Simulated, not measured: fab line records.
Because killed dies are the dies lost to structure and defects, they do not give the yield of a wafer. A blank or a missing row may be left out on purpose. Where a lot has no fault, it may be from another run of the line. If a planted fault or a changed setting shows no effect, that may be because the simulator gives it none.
A lot that was struck, set against a sound lot ; flow n5 finfet ; 37 steps out of a route of 1938
Sound: these wafers, L912.2, L912.3, L912.4. Struck: wafer L914.1. (L914.2, L914.3 of the same lot were not struck and are left out.) The cause comes at the end.
For every step that has rows: the tool of each side, followed by ch and its chambers, followed by its first start. Under that, the readings that differ: sound wafers ; struck wafers ; difference of the means ; sigmas: that difference in standard deviations of wafers without a fault.
alike: same words and numbers on both sides, and readings whose means sit less than 2 such deviations apart. not compared: any withheld reading, any reading some wafer has no value for, any bound like >300 that may hide the same value, and any number with overlapping values for which the record gives no deviation.
The two part at a step that has a row with sigmas, a row that says differs or no value, or rows on one side only. When numbers do not overlap yet have no deviation, they are printed without sigmas and do not part them. Lack of a reading on every wafer of one side parts them only where that side has two or more wafers.

first, 9 steps without rows for these wafers: N5_BEOL_M7_ALD_77 (deposits TaN, target thk 2 nm, pulse time 2 s, purge time 3 s); N5_BEOL_M7_SURFACE_TREAT_79; N5_BEOL_M7_CVD_78 (deposits Co from CCTBA/H2, target thk 2 nm, time 142.3 s); N5_BEOL_M7_SPUTTER_48 (material Cu, target thk 10 nm, time 1.667 s); N5_BEOL_M7_ECD_50 (material Cu, target thk 300 nm); N5_BEOL_M7_ANNEAL_51 (time 90 s); N5_BEOL_M7_CMP_52 (polishes, stops on SiCOH lowk, t overpolish 6.9 s, target thk 80 nm); N5_BEOL_M7_PRE_CLEAN_55 (time 15 s); N5_BEOL_M7_DEP_56 (deposits SiCN from 3MS/NH3, target thk 10 nm, time 17.5 s).
N5_BEOL_M8_ILD_DEP_00: deposits SiCOH lowk from DEMS/porogen, target thk 179.75 nm, time 33.4 s.
  sound on pecvd-01 ch 1,2, day 10 03:46; struck on pecvd-01 ch 0, day 11 05:35
reading;sound;struck;difference;sigmas
susceptor temp C (C);300.00 300.02 299.89;317.12;+17.15;+95
model.SiCOH_lowk_of_BEOL_M8_ILD_DEP_00.thk nm (nm);182.2 183.2 185.8;168.2;-15.5;
  alike: heater power outer w, heater power w, showerhead plenum p Torr, throttle valve pct
then, 1 step without rows for these wafers: N5_BEOL_M8_CURE_74 (cures SiCOH lowk, time 240 s).
N5_BEOL_M8_THK_MEAS_01:
  sound on film metro-01, day 10 05:47; struck on film metro-02, day 11 06:10
reading;sound;struck;difference;sigmas
M8_ILD_THK (nm);157.1 158.1 160.3;145.0;-13.5;-5
then, 23 steps without rows for these wafers: N5_BEOL_M8_PECVD_70 (deposits SiO2 from TEOS/O2, target thk 20 nm, time 22.7 s); N5_BEOL_M8_HM_DEP_02 (deposits TiN, target thk 20 nm); N5_BEOL_M8_COAT_59 (time 60 s, resist thk 100 nm); N5_BEOL_M8_COAT_60 (time 60 s, resist thk 35 nm); N5_BEOL_M8_COAT_05 (resist thk 90 nm); N5_BEOL_M8_EBR_07; N5_BEOL_M8_SOFTBAKE_06 (time 60 s); N5_BEOL_M8_EXPOSE_08 (exposes mask M8); N5_BEOL_M8_PEB_09 (peb time 60 s); N5_BEOL_M8_DEVELOP_10 (develop time 30 s); N5_BEOL_M8_DESCUM_16 (chemistry O2, time 7.9 s); N5_BEOL_M8_ETCH_61 (etches SiARC in CF4, target depth 45.5 nm, time 75.8 s); N5_BEOL_M8_ETCH_62 (etches SOC in N2/H2, target depth 110 nm, overetch 22 nm, time 165 s); N5_BEOL_M8_STRIP_68 (strips in N2/H2); N5_BEOL_M8_STRIP_67 (strips in CF4); N5_BEOL_M8_HM_OPEN_17 (chemistry Cl2/BCl3, target TiN, target depth 20 nm, overetch 6 nm); N5_BEOL_M8_STRIP_19 (strips in O2); N5_BEOL_M8_COAT_63 (time 60 s, resist thk 60 nm); N5_BEOL_M8_COAT_64 (time 60 s, resist thk 12 nm); N5_BEOL_M8_COAT_71 (time 60 s, resist thk 5 nm); N5_BEOL_M8_COAT_22 (resist thk 30 nm); N5_BEOL_M8_EBR_24; N5_BEOL_M8_SOFTBAKE_23 (time 60 s).
N5_BEOL_M8_CMP_52: polishes, stops on SiCOH lowk, t overpolish 6.9 s, target thk 80 nm.
  sound on cmp-02 ch 0,1,3, day 10 12:02; struck on cmp-04 ch 3, day 11 12:11
reading;sound;struck;difference;sigmas
model.SiCOH_lowk_of_BEOL_M8_ILD_DEP_00.thk nm (nm);154.2 155 157.2;142;-13;
  alike: motor current A
-- here the record skips 3 days between the struck wafers' starts before and after, leaving off in module BEOL_M8 and picking up in module PASSIVATION (first step shown: number 1936 of the route) --
N5_PASSIVATION_PROBE_49:
  the record has rows for the struck wafers here (prober-02, day 14 07:41) and none for the sound ones

## WHERE THEY PART
First at N5_BEOL_M8_ILD_DEP_00; last, within this record, at N5_PASSIVATION_PROBE_49.

WHY: the cause the simulator had injected
pecvd-01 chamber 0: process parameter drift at N5_BEOL_M8_ILD_DEP_00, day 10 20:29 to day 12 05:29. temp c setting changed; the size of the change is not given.
